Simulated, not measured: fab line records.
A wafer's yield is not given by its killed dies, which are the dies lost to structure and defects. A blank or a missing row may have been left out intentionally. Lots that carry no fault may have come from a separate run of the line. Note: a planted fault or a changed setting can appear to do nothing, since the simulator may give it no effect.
Lot-split experiment | flow n5-finfet | route with 1938 steps; 7 lots, 21 wafers read

THE SPLIT
At N5_BEOL_M4_COAT_61 (time 60 s, resist thk 60 nm), the setting spin-rpm was moved away from the recipe's 1500 rpm on 6 of the 21 wafers read, by -6.6% to +8.5%. This setting was run at the recipe's value on the other wafers.

The reading comes from the split's own step.

THE READING
SOC_of_BEOL_M4_COAT_61.thk-nm (the simulator's own value, which no gauge read), in nm, at N5_BEOL_M4_COAT_61 (time 60 s, resist thk 60 nm). The file does not state a usual value for it. Average 60.0 nm, standard deviation 0.2 nm, over the 15 wafers here run with the recipe.

wafer  | tool, chamber at the split | spin-rpm as run, rpm | against the recipe | SOC_of_BEOL_M4_COAT_61.thk-nm, nm | against lot-mates on the recipe
L083.3 | litho-track-02, 0          | 1500                 | recipe             | 60                                | -
L083.4 | litho-track-02, 0          | 1500                 | recipe             | 60                                | -
L083.5 | litho-track-02, 0          | 1500                 | recipe             | 60                                | -
L086.1 | litho-track-02, 0          | 1500                 | recipe             | 60                                | -
L086.2 | litho-track-02, 0          | 1401                 | -6.6%              | 62                                | +2.0
L086.5 | litho-track-02, 0          | 1401                 | -6.6%              | 62                                | +2.0
L087.1 | litho-track-03, 0          | 1500                 | recipe             | 60                                | -
L087.2 | litho-track-03, 0          | 1500                 | recipe             | 60                                | -
L087.6 | litho-track-03, 0          | 1500                 | recipe             | 60                                | -
L089.3 | litho-track-04, 0          | 1435                 | -4.3%              | 61.2                              | +1.5
L089.5 | litho-track-04, 0          | 1500                 | recipe             | 59.6                              | -
L089.6 | litho-track-04, 0          | 1500                 | recipe             | 59.8                              | -
L090.2 | litho-track-03, 0          | 1566                 | +4.4%              | 59.2                              | -1.2
L090.3 | litho-track-03, 0          | 1500                 | recipe             | 60.4                              | -
L090.6 | litho-track-03, 0          | 1500                 | recipe             | 60.4                              | -
L092.1 | litho-track-04, 0          | 1500                 | recipe             | 60                                | -
L092.2 | litho-track-04, 0          | 1628                 | +8.5%              | 57.8                              | -2.3
L092.5 | litho-track-04, 0          | 1500                 | recipe             | 60.2                              | -
L096.1 | litho-track-02, 0          | 1614                 | +7.6%              | 57.6                              | -2.3
L096.3 | litho-track-02, 0          | 1500                 | recipe             | 59.8                              | -
L096.5 | litho-track-02, 0          | 1500                 | recipe             | 60                                | -

FIT RESULTS
A straight line over all 21 wafers: SOC_of_BEOL_M4_COAT_61.thk-nm changes by -0.282 nm for each +1% of spin-rpm; r = -0.98; the points scatter about the line by 0.22 nm.
The same after taking each lot's own level away (the mean of its wafers on the recipe; 21 wafers): -0.295 nm for each +1%; r = -1.00; scatter 0.091 nm.
According to that fit, moving spin-rpm by its largest amount changes the reading by 2.5 nm.
Across the lots, their own levels run from 59.70 to 60.40 nm, a range of 3.5 times the standard deviation given above.
Consequently the slope shifts little with the lot-to-lot level, the two slopes agreeing.
Check: with one of the wafers moved furthest among these (+8.5%) left out of the fit, the line predicts -2.58 nm for it against its lot-mates. Against them it came out at -2.3 nm.

THESE WAFERS: OTHER SPLITS
Before the reading, these wafers also passed through other splits. Each is held against what the fit with the lots' levels taken away leaves over:
other split on the same wafers   | wafers away from the commonest value | r with SOC_of_BEOL_M4_COAT_61.thk-nm (lot level and that fit taken away)
N5_BEOL_M1_COAT_61 spin-rpm      | 5                                    | -0.22
N5_BEOL_M1_CMP_52 down-force-psi | 9                                    | -0.27
N5_BEOL_M2_ETCH_69 bias-w        | 4                                    | +0.39
N5_BEOL_M2_ETCH_70 source-w      | 6                                    | -0.20
N5_BEOL_M3_ILD_DEP_00 time-s     | 7                                    | -0.04
N5_BEOL_M3_COAT_05 spin-rpm      | 8                                    | +0.10
N5_BEOL_M3_EXPOSE_25 dose-mj     | 6                                    | -0.25

FILE'S OWN FIT
SOC_of_BEOL_M4_COAT_61.thk-nm changes by -0.292 nm for each +1% of spin-rpm, r = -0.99.
